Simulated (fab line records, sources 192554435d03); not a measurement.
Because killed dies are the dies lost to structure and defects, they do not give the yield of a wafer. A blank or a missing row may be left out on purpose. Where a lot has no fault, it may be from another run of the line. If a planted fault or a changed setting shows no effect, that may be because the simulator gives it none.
A struck lot beside a sound one    flow n5 finfet    39 out of 1938 route steps
Sound: the wafers L224.3, L224.4, L224.5. Wafers L226.2, L226.4, L226.6 were the ones struck. Last of all comes the cause.
Per side, at each step with rows, come the tool, then ch with its chambers, and then its first start. Under that, the readings that differ: sound wafers    struck wafers    difference of the means    sigmas: that difference in standard deviations of wafers without a fault.
alike: same words and numbers on both sides, and readings whose means sit less than 2 such deviations apart. not compared: any withheld reading, any reading some wafer has no value for, any bound like >300 that may hide the same value, and any number with overlapping values for which the record gives no deviation.
Wherever a step has rows on one side only, a row that says differs or no value, or a row with sigmas, the two part there. Numbers that don't overlap but have no deviation are shown without sigmas and don't part them. A reading missing from all wafers of one side parts the sides only when that side holds two or more wafers.

first, 10 steps without rows for these wafers: N5_FIN_SAQP_DESCUM_21 (chemistry O2, time 7.9 s); N5_FIN_SAQP_ETCH_51 (etches SiARC in CF4, target depth 45.5 nm, time 75.8 s); N5_FIN_SAQP_ETCH_52 (etches SOC in N2/H2, target depth 100 nm, overetch 20 nm, time 150 s); N5_FIN_SAQP_STRIP_53 (strips in N2/H2); N5_FIN_SAQP_HM_OPEN_73 (chemistry CHF3/O2, target SiO2, stops on a-Si, target depth 12 nm, time 16.8 s); N5_FIN_SAQP_STRIP_74 (strips in CHF3/O2); N5_FIN_SAQP_MANDREL_ETCH_22 (etches a-Si in HBr/Cl2, stops on SiNx, target depth 60 nm, bt time 10 s, time 30 s); N5_FIN_SAQP_STRIP_55 (strips in N2/H2); N5_FIN_SAQP_STRIP_23 (strips in SPM, time 750 s); N5_FIN_SAQP_SRD_66 (time 30 s).
N5_FIN_SAQP_RECESS_75: chemistry HF/NH3, target SiO2, target depth 14.4 nm, afs cycles 3, sublimation time 60 s.
  sound on vapor etch-02 ch 0,1, day 5 00:08; struck on vapor etch-01 ch 0,1, day 5 11:04
  alike: drypump motor current A
then, 23 steps without rows for these wafers: N5_FIN_SAQP_SPACER1_ALD_24 (deposits SiO2, target thk 20.3 nm, pulse time 1 s, purge time 2 s); N5_FIN_SAQP_SPACER1_ETCHBACK_25 (etches SiO2 in CHF3/O2, target depth 24.4 nm, time 12.2 s); N5_FIN_SAQP_MANDREL1_REMOVE_56 (chemistry HBr/Cl2/O2, target a-Si, stops on SiNx, bt time 10 s); N5_FIN_SAQP_ETCH_57 (etches SiNx in CH3F/O2, target depth 32.5 nm, time 46.4 s); N5_FIN_SAQP_ETCH_65 (etches SiO2 in CF4, target depth 4 nm, time 4.4 s); N5_FIN_SAQP_MANDREL_ETCH_58 (etches a-Si in HBr/Cl2, stops on SiNx, target depth 45 nm, bt time 10 s, time 27 s); N5_FIN_SAQP_RECESS_63 (chemistry HF/NH3, target SiO2, target depth 18 nm, afs cycles 3, sublimation time 60 s); N5_FIN_SAQP_COAT_68 (time 60 s, resist thk 100 nm); N5_FIN_SAQP_ETCH_69 (etches SOC in N2/H2, stops on SiNx, target depth 150 nm); N5_FIN_SAQP_ETCH_67 (etches SiNx in CH3F/O2, target depth 30 nm); N5_FIN_SAQP_STRIP_70 (strips in N2/H2); N5_FIN_SAQP_RECESS_71 (chemistry HF/NH3, target SiO2, target depth 3 nm, afs cycles 1, sublimation time 60 s); N5_FIN_SAQP_SPACER2_ALD_28 (deposits SiO2, target thk 8.1 nm, pulse time 1 s, purge time 2 s); N5_FIN_SAQP_SPACER2_ETCHBACK_29 (etches SiO2 in CHF3/O2, target depth 12.2 nm, time 6.1 s); N5_FIN_SAQP_MANDREL2_REMOVE_60 (chemistry HBr/Cl2/O2, target a-Si, stops on SiNx, bt time 10 s); N5_FIN_SAQP_HM_OPEN_33 (chemistry CH3F/O2, target SiNx, target depth 49.4 nm, time 70.6 s); N5_FIN_SAQP_ETCH_34 (etches SiO2 in C4F6/O2, target depth 45 nm, time 15 s); N5_FIN_SAQP_STRIP_77 (strips in N2/H2, time 90 s); N5_FIN_SAQP_ETCH_64 (etches SiO2 in CF4, target depth 1.5 nm); N5_FIN_SAQP_FIN_ETCH_36 (etches the open film in HBr/Cl2/O2, target depth 120 nm, time 50.4 s); N5_FIN_SAQP_PRECLEAN_38 (cleans in O3/DIW, time 45 s); N5_FIN_SAQP_PRECLEAN_45 (cleans in dHF, time 10 s); N5_FIN_SAQP_SRD_39 (time 30 s).
N5_FIN_SAQP_INSPECT_40: inspects for defects (brightfield).
  sound on defect inspect-01 at day 5 03:38; struck on defect inspect-01 at day 5 14:35
reading           sound        struck       difference  sigmas
raw defect count  310 167 290  468 406 434  +180        +3
N5_FIN_CUT_INSPECT_10: inspects for defects (brightfield).
  sound on defect inspect-02 at day 5 04:01; struck on defect inspect-02 at day 5 15:07
reading           sound     struck       difference  sigmas
raw defect count  60 32 47  278 270 268  +226        +19
N5_FIN_CUT_INSPECT_17: inspects for defects (brightfield).
  sound on defect inspect-01 at day 5 05:11; struck on defect inspect-02 at day 5 16:07
reading           sound        struck       difference  sigmas
raw defect count  294 173 274  481 417 457  +205        +3
-- a jump in the record: the struck wafers' starts before and after are 6 days apart (it breaks off in module FIN_CUT and resumes in module BEOL_M4, where the first step shown is number 1111 of the route) --
N5_BEOL_M4_RC_MEAS_101:
  sound on prober-01 ch 0, day 11 19:54; struck on prober-02 ch 0, day 11 21:48
reading         sound              struck             difference  sigmas
IOFF_N (nA/um)  0.183 0.127 0.136  0.202 0.163 0.215  +0.045      +2
VT_N (mV)       248.3 255.1 251.5  244.1 246.5 242.8  -7.2        -3
  alike: DIBL_N, DIBL_P, IOFF_P, ION_N, ION_P, SS_N, SS_P, VT_P
-- a jump in the record: the struck wafers' starts before and after are 5 days apart (it breaks off in module BEOL_M4 and resumes in module PASSIVATION, where the first step shown is number 1936 of the route) --
N5_PASSIVATION_PROBE_49:
  record: rows for the struck wafers here (prober-02, day 16 13:08), none for the sound ones

WHERE THEY PART
Earliest at N5_FIN_SAQP_INSPECT_40; latest, in this record, at N5_PASSIVATION_PROBE_49.

WHY: what the simulator had put in
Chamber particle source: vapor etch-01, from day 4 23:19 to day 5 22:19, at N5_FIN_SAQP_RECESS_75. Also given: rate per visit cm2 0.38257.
